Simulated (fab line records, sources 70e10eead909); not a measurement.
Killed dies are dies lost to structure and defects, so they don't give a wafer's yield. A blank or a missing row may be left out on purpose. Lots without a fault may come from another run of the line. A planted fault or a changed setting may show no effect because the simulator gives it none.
Problem report in the 8D (eight disciplines) form, filled by code | flow nand_harc | the parts of the form that need people (team, actions taken, sign-off) are left out

1. THE PROBLEM
bow_nm at NHARC_A_CHANNEL_HOLE_D1_XSEM_31 reads a mean of 10.14 nm on 4 wafers of 2 lots; wafers without a fault read 8.62 nm with a standard deviation of 0.28. That is +5.4 standard deviations from the usual mean.
First seen on wafer L237.2, day 17 19:13, on xsem-01. The record holds 33 wafers of 11 lots with a number at this step. Rule for "out", or "out of limits": more than 4 standard deviations from the usual mean. The other wafers with a number count as sound.

2. WHAT IT IS AND WHAT IT IS NOT
question                    | is                             | is not
which readings at this step | bow_nm                         | bot_cd_nm, tilt_deg
which lots                  | L237, L239                     | L217, L218, L219, L221, L222, L223, L224, L226, L234
which wafers of those lots  | L237.2, L237.3, L237.5, L239.6 | L239.2, L239.4
read on which tools         | xsem-01, xsem-02               | -
when                        | from day 17 19:13              | up to then (27 sound wafers); but 2 sound wafers of L239 came after

3. SUSPECTS, AND WHAT RULES EACH OUT
Counting: a tool at a process step up to the reading stays a suspect if it ran every lot that is out. Sound lots after the first of them don't rule it out here, since some wafers of a struck lot are sound.
- har_etch-02 at NHARC_A_CHANNEL_HOLE_D1_ETCH_21 (etches the open film in C4F8/O2/Ar, time 514.3 s, target depth 1600 nm): kept. It ran every lot that is out, first L237 (day 17 14:07); its last sound lot up to then is L234 (day 15 20:02).
- har_etch-02 at NHARC_A_CHANNEL_HOLE_D1_ETCH_22 (etches the open film in C4F8/O2/Ar, time 666.7 s, target depth 1600 nm): kept. It ran every lot that is out, first L237 (day 17 14:34); its last sound lot up to then is L234 (day 15 20:31).
- har_etch-02 at NHARC_A_CHANNEL_HOLE_D1_ETCH_26 (etches the open film in C4F8/O2/Ar, time 224.1 s, target depth 300 nm): kept. It ran every lot that is out, first L237 (day 17 17:25); its last sound lot up to then is L234 (day 15 23:19).
- Within har_etch-02 at NHARC_A_CHANNEL_HOLE_D1_ETCH_21: the wafers that are out ran in chamber 1; their sound lot-mates ran in chamber 0.
- Within har_etch-02 at NHARC_A_CHANNEL_HOLE_D1_ETCH_22: the wafers that are out ran in chamber 1; their sound lot-mates ran in chamber 0.
- Within har_etch-02 at NHARC_A_CHANNEL_HOLE_D1_ETCH_26: the wafers that are out ran in chamber 1; their sound lot-mates ran in chamber 0.
Left after counting: har_etch-02 at NHARC_A_CHANNEL_HOLE_D1_ETCH_21, har_etch-02 at NHARC_A_CHANNEL_HOLE_D1_ETCH_22, har_etch-02 at NHARC_A_CHANNEL_HOLE_D1_ETCH_26.

4. THE CAUSE (what the simulator had put in)
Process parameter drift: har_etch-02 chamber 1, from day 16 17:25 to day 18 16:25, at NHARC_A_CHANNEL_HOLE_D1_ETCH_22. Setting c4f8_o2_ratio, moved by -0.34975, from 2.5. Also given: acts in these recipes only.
Counting left 3 suspects, and this tool is among them.

5. THE CHAIN OF EFFECTS, in route order
Each row: a reading whose mean over the struck wafers that have a number lies more than 3 standard deviations from the usual. Only readings for which the record gives a usual standard deviation are gone through. hours: the time from each lot's start at the first step in this table that gives one to its start at this step, as a median over the lots. sigmas: the change in usual standard deviations.
hours | step                            | reading | usual   | on struck wafers | change | sigmas
0     | NHARC_A_CHANNEL_HOLE_D1_XSEM_31 | bow_nm  | 8.62 nm | 10.14            | +1.52  | +5.4
The process steps in it:
- NHARC_A_CHANNEL_HOLE_D1_XSEM_31

6. WHAT WOULD HAVE CAUGHT IT SOONER
In this record the first reading out of limits was taken at day 17 19:13, 26 hours after the fault began at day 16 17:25.
Of the tool readings at NHARC_A_CHANNEL_HOLE_D1_ETCH_22 for which the record gives a usual standard deviation, none was out on any struck wafer, so an alarm limit of 4 standard deviations on them would not have fired.
Of the lots that are out (2), L239 began NHARC_A_CHANNEL_HOLE_D1_ETCH_22 on har_etch-02 after day 17 19:13. A hold on the tool at that time would have spared it.
